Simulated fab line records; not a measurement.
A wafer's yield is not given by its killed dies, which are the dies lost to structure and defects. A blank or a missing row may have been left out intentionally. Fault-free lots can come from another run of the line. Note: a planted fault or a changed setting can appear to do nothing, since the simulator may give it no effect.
fab line records ; flow n5Finfet
[record] lots = 14; wafers = 35; lastDay = 17
route steps=1938 shown BEOL_M10@1521 BEOL_M11@1543 PASSIVATION@1936
lots that met no fault: from a run of the same line without faults
startH: hours from the record's first day to the start of the lot's first wafer shown ; waitH: hours elapsed since this lot's preceding step ; " identical to the entry in the row above ; L1.1+2: several wafers, shown together as one row ; - value missing, or start not given ; * or withheld: withheld ; < > ~ a bound
route shown NAME@n: NAME is a module with steps in the file, n the number in the route of the first one ; usual: mean/standard deviation taken from wafers without a fault ; same: alike in all rows ; chamber/n: place in a boat ; sites: the reading at each site ; _std_site: standard deviation of those values ; _edge_site: mean of outer sites minus mean of inner sites ; radiusMm: for every site, how far away it sits from the centre of the wafer ; mask NAME#n: copy n ; behind: the tool/chamber that last shaped the wafer ; hold: cause of the lot's hold/its duration in hours/its outcome ; device: whichever transistor did not switch (one of n, p or np) ; end of line: the same wafers' tests at the end of the route ; step lacking rows: just its recipe ; killed: count of dies lost to structure and defects at first sort (not the wafer's yield) ; map: a wafer's dies, marking killed ones x, the rest . and places with no die _
set.NAME: the setting that was run; set.NAME@STEP: the one run at that earlier step ; model.NAME: the simulator's own value behind a step, which no gauge read
the route's steps for a sample of lots (tables are steps, rows are wafers)
services: a tool's chamber out of use, with start hour (startH, from the record's first day; less than 0 if before it), hours out, and reason
[[steps]]
[step N5_BEOL_M10_CURE_72]
[recipe] tempC = 370; timeS = 120; ambient = DMADMS/He; material = SiCOH_lowk
[usual] lampPowerPct = 52.30/0.058; wafer_temp_C_max = 372.1/0.81
lot.wafer;tool;chamber;startH;waitH;lampPowerPct;wafer_temp_C_max
L211.4;uvCure-03;0;221.54;0.2;52.42;370.7
L211.5;uvCure-03;0;221.54;0.2;52.21;371.0
L211.6;uvCure-03;0;221.54;0.2;52.39;371.2
L214.2;uvCure-03;0;235.58;0.1;52.37;371.2
L214.3;uvCure-03;0;235.58;0.1;52.29;370.9
L213.3;uvCure-02;0;242.07;0.1;52.24;372.8
L213.6;uvCure-02;0;242.07;0.1;52.22;372.5
L216.3;uvCure-03;1;245.82;0.1;52.31;373.3
L216.5;uvCure-03;1;245.82;0.1;52.27;371.5
L215.1;uvCure-02;1;246.28;0.0;52.28;371.9
L215.2;uvCure-02;1;246.28;0.0;52.34;372.5
L217.1;uvCure-01;2;249.11;0.3;52.21;371.5
L217.6;uvCure-01;2;249.11;0.3;52.22;371.6
L218.1;uvCure-01;0;269.30;0.0;52.20;371.8
L218.3;uvCure-01;0;269.30;0.0;52.26;371.1
L219.4;uvCure-02;2;269.61;0.2;52.32;371.9
L219.5;uvCure-02;2;269.61;0.2;52.37;371.9
L221.2;uvCure-02;1;275.10;0.1;52.31;371.6
L221.4;uvCure-02;1;275.10;0.1;52.30;371.9
L221.5;uvCure-02;1;275.10;0.1;52.21;371.9
L225.1;uvCure-02;0;295.21;0.0;52.29;373.0
L225.2;uvCure-02;0;295.21;0.0;52.28;372.4
L225.3;uvCure-02;0;295.21;0.0;52.28;372.7
L226.1;uvCure-03;2;313.34;0.0;52.32;372.4
L226.3;uvCure-03;2;313.34;0.0;52.23;371.7
L226.5;uvCure-03;2;313.34;0.0;52.36;372.0
L231.2;uvCure-03;2;336.06;0.1;52.39;372.5
L231.5;uvCure-03;2;336.06;0.1;52.27;371.7
L231.6;uvCure-03;2;336.06;0.1;52.32;371.8
L232.4;uvCure-03;1;346.35;0.2;52.32;374.5
L232.5;uvCure-03;1;346.35;0.2;52.28;372.8
L232.6;uvCure-03;1;346.35;0.2;52.35;373.4
L233.2;uvCure-01;1;359.34;0.1;52.29;373.6
L233.4;uvCure-01;1;359.34;0.1;52.34;372.9
L233.6;uvCure-01;1;359.34;0.1;52.34;372.8
[step N5_BEOL_M10_DEGAS_44]
[recipe] ambient = vacuum; tempC = 250; timeS = 60
[usual] heaterPowerW = 341/34
lot.wafer;tool;chamber;startH;waitH;heaterPowerW
L211.4;pvdSputter-03;-;222.01;0.4;345
L211.5;pvdSputter-03;-;222.01;0.4;345
L211.6;pvdSputter-03;-;222.01;0.4;403
L214.2;pvdSputter-01;-;237.32;1.7;395
L214.3;pvdSputter-01;-;237.32;1.7;295
L213.3;pvdSputter-02;-;242.50;0.4;337
L213.6;pvdSputter-02;-;242.50;0.4;328
L216.3;pvdSputter-03;-;246.04;0.2;340
L216.5;pvdSputter-03;-;246.04;0.2;398
L215.1;pvdSputter-03;-;246.60;0.3;393
L215.2;pvdSputter-03;-;246.60;0.3;342
L217.1;pvdSputter-03;-;250.23;1.1;344
L217.6;pvdSputter-03;-;250.23;1.1;339
L218.1;pvdSputter-02;-;269.88;0.5;345
L218.3;pvdSputter-02;-;269.88;0.5;328
L219.4;pvdSputter-03;-;269.91;0.3;391
L219.5;pvdSputter-03;-;269.91;0.3;361
L221.2;pvdSputter-03;-;275.64;0.5;338
L221.4;pvdSputter-03;-;275.64;0.5;405
L221.5;pvdSputter-03;-;275.64;0.5;335
L225.1;pvdSputter-02;-;295.53;0.3;280
L225.2;pvdSputter-02;-;295.53;0.3;311
L225.3;pvdSputter-02;-;295.53;0.3;320
L226.1;pvdSputter-02;-;314.28;0.8;291
L226.3;pvdSputter-02;-;314.28;0.8;342
L226.5;pvdSputter-02;-;314.28;0.8;344
L231.2;pvdSputter-01;-;337.09;1.0;369
L231.5;pvdSputter-01;-;337.09;1.0;314
L231.6;pvdSputter-01;-;337.09;1.0;313
L232.4;pvdSputter-01;-;346.66;0.3;371
L232.5;pvdSputter-01;-;346.66;0.3;320
L232.6;pvdSputter-01;-;346.66;0.3;291
L233.2;pvdSputter-01;-;359.61;0.2;308
L233.4;pvdSputter-01;-;359.61;0.2;373
L233.6;pvdSputter-01;-;359.61;0.2;321
[step N5_BEOL_M10_PRE_CLEAN_45]
[recipe] gas = H2/He; timeS = 30; tempC = 250
[usual] heaterPowerW = 341/33
lot.wafer;tool;chamber;startH;waitH;heaterPowerW
L211.4;pvdSputter-03;-;222.05;0.0;345
L211.5;pvdSputter-03;-;222.05;0.0;344
L211.6;pvdSputter-03;-;222.05;0.0;396
L214.2;pvdSputter-01;-;237.36;0.0;410
L214.3;pvdSputter-01;-;237.36;0.0;307
L213.3;pvdSputter-02;-;242.54;0.0;347
L213.6;pvdSputter-02;-;242.54;0.0;329
L216.3;pvdSputter-03;-;246.08;0.0;354
L216.5;pvdSputter-03;-;246.08;0.0;408
L215.1;pvdSputter-03;-;246.64;0.0;396
L215.2;pvdSputter-03;-;246.64;0.0;333
L217.1;pvdSputter-03;-;250.27;0.0;344
L217.6;pvdSputter-03;-;250.27;0.0;339
L218.1;pvdSputter-02;-;269.92;0.0;354
L218.3;pvdSputter-02;-;269.92;0.0;321
L219.4;pvdSputter-03;-;269.95;0.0;398
L219.5;pvdSputter-03;-;269.95;0.0;377
L221.2;pvdSputter-03;-;275.68;0.0;331
L221.4;pvdSputter-03;-;275.68;0.0;404
L221.5;pvdSputter-03;-;275.68;0.0;351
L225.1;pvdSputter-02;-;295.57;0.0;292
L225.2;pvdSputter-02;-;295.57;0.0;301
L225.3;pvdSputter-02;-;295.57;0.0;319
L226.1;pvdSputter-02;-;314.32;0.0;288
L226.3;pvdSputter-02;-;314.32;0.0;347
L226.5;pvdSputter-02;-;314.32;0.0;355
L231.2;pvdSputter-01;-;337.13;0.0;362
L231.5;pvdSputter-01;-;337.13;0.0;305
L231.6;pvdSputter-01;-;337.13;0.0;319
L232.4;pvdSputter-01;-;346.70;0.0;364
L232.5;pvdSputter-01;-;346.70;0.0;323
L232.6;pvdSputter-01;-;346.70;0.0;304
L233.2;pvdSputter-01;-;359.66;0.0;308
L233.4;pvdSputter-01;-;359.66;0.0;358
L233.6;pvdSputter-01;-;359.66;0.0;311
[step N5_BEOL_M11_COAT_05]
[recipe] resist = CAR-ArF; spinRpm = 1500; resistThkNm = 90
[usual] exhaustPa = 45.0/0.88; spinSpeedRpm = 1499.9/0.97
lot.wafer;tool;chamber;startH;waitH;exhaustPa;spinSpeedRpm
L211.4;lithoTrack-02;0;227.18;-;45.1;1499.9
L211.5;lithoTrack-02;0;227.18;-;44.4;1500.6
L211.6;lithoTrack-02;0;227.18;-;44.3;1499.2
L214.2;lithoTrack-01;0;242.27;-;44.4;1499.1
L214.3;lithoTrack-01;0;242.27;-;44.7;1499.0
L213.3;lithoTrack-02;0;245.85;-;44.0;1501.1
L213.6;lithoTrack-02;0;245.85;-;45.5;1497.9
L216.3;lithoTrack-04;0;249.20;-;45.3;1500.3
L216.5;lithoTrack-04;0;249.20;-;44.5;1499.1
L215.1;lithoTrack-01;0;250.52;-;44.1;1500.9
L215.2;lithoTrack-01;0;250.52;-;45.7;1499.3
L217.1;lithoTrack-01;0;253.91;-;45.7;1500.6
L217.6;lithoTrack-01;0;253.91;-;45.1;1498.9
L219.4;lithoTrack-04;0;272.84;-;45.5;1499.3
L219.5;lithoTrack-04;0;272.84;-;46.5;1499.4
L218.1;lithoTrack-02;0;272.95;-;44.7;1500.7
L218.3;lithoTrack-02;0;272.95;-;44.1;1500.3
L221.2;lithoTrack-02;0;278.47;-;45.7;1389.2
L221.4;lithoTrack-02;0;278.47;-;44.9;1391.2
L221.5;lithoTrack-02;0;278.47;-;46.7;1390.2
L225.1;lithoTrack-02;0;300.33;-;43.5;1390.8
L225.2;lithoTrack-02;0;300.33;-;46.0;1391.6
L225.3;lithoTrack-02;0;300.33;-;45.1;1391.4
L226.1;lithoTrack-02;0;317.95;-;46.0;1391.0
L226.3;lithoTrack-02;0;317.95;-;45.9;1391.7
L226.5;lithoTrack-02;0;317.95;-;46.6;1389.3
L231.2;lithoTrack-01;0;340.71;-;45.3;1499.6
L231.5;lithoTrack-01;0;340.71;-;43.7;1498.5
L231.6;lithoTrack-01;0;340.71;-;44.8;1499.0
L232.4;lithoTrack-01;0;350.18;-;46.5;1500.7
L232.5;lithoTrack-01;0;350.18;-;45.1;1500.4
L232.6;lithoTrack-01;0;350.18;-;45.8;1500.1
L233.2;lithoTrack-04;0;364.96;-;44.9;1499.4
L233.4;lithoTrack-04;0;364.96;-;45.2;1498.8
L233.6;lithoTrack-04;0;364.96;-;47.0;1500.0
[step N5_PASSIVATION_PROBE_49]
[usual] defectLimitedYield = 91.2/1.4; killed_at_M0_to_M3 = 32/9.3; killed_at_M4_up = 14/4.9; killedAtContacts = 15/7.5; killedAtFrontEnd = 40/11; killedAtOther = 4/3.3; killedDies = 104/17; killedOpen = 68/14; killedShort = 33/7.9; sort_bin_5_function = 5.2/0.99; sort_bin_6_memory = 3.2/0.65; sortNPass = 1076/17; sortYieldPct = 91.1/1.5
[same] grossDies = 1180; killedAtBackSide = 0; sort_bin_4_leakage[%] = 0; sort_bin_8_speed[%] = 0
lot.wafer;tool;chamber;startH;waitH;defectLimitedYield[%];killed_at_M0_to_M3;killed_at_M4_up;killedAtContacts;killedAtFrontEnd;killedAtOther;killedDies;killedOpen;killedShort;sort_bin_5_function[%];sort_bin_6_memory[%];sortNPass;sortYieldPct[%]
L221.4;prober-02;-;325.01;0.2;89.8;26;13;11;61;9;120;61;38;5.3;3.2;1060;89.8
// killed by level:class
L221.4 HKMG_FIN:areaEtch=17 FIN_SAQP:geometricParticle:short=15 FIN_SAQP:geometricParticle:open=11 MOL_CONTACT_COAG:geometricParticle:open=10 STI_FIN_REVEAL:geometricParticle:open=8 BEOL_M0_SAQP:geometricParticle:open=6 BEOL_M3:geometricParticle:open=6 GATE_CUT:geometricParticle:short=4
[[services]]
tool;chamber;startH;hours;kind
uvCure-02;-;202.88;2.1;pm
uvCure-02;-;210.66;1.3;repair
uvCure-02;-;231.90;7.9;repair
uvCure-01;-;282.84;0.8;repair
uvCure-01;-;319.23;1.0;pm
uvCure-01;-;328.05;7.5;pm
uvCure-03;-;352.77;1.0;pm
uvCure-02;-;362.02;1.0;pm
[[key]]
[firstSign] step = N5_BEOL_M11_COAT_05; reading = spinSpeedRpm; direction = down; sigmas = 99+; usual = *; struck = *
effect none on later readings
metAt N5_BEOL_M11_COAT_05
struckLots L221,L225,L226
[baselineLoss] step = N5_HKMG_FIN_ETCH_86; wafers = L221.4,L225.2
[baselineLoss] step = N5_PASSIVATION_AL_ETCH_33; wafers = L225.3
notActingAt N5_BEOL_M10_CURE_72,N5_BEOL_M10_DEGAS_44,N5_BEOL_M10_PRE_CLEAN_45
onsetBetween 272.95 278.47
[fault] kind = processParameterDrift; tool = lithoTrack-02; chamber = -; onsetH = 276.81; steps = N5_BEOL_M11_COAT_05; channel = spinRpm; offset = *; shape = step; endH = 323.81; actsIn = *; stated = *
// baselineLoss: these wafers lose ten dies or more at that step, a loss of the line's own and not of a fault; the sort's usual values leave them out
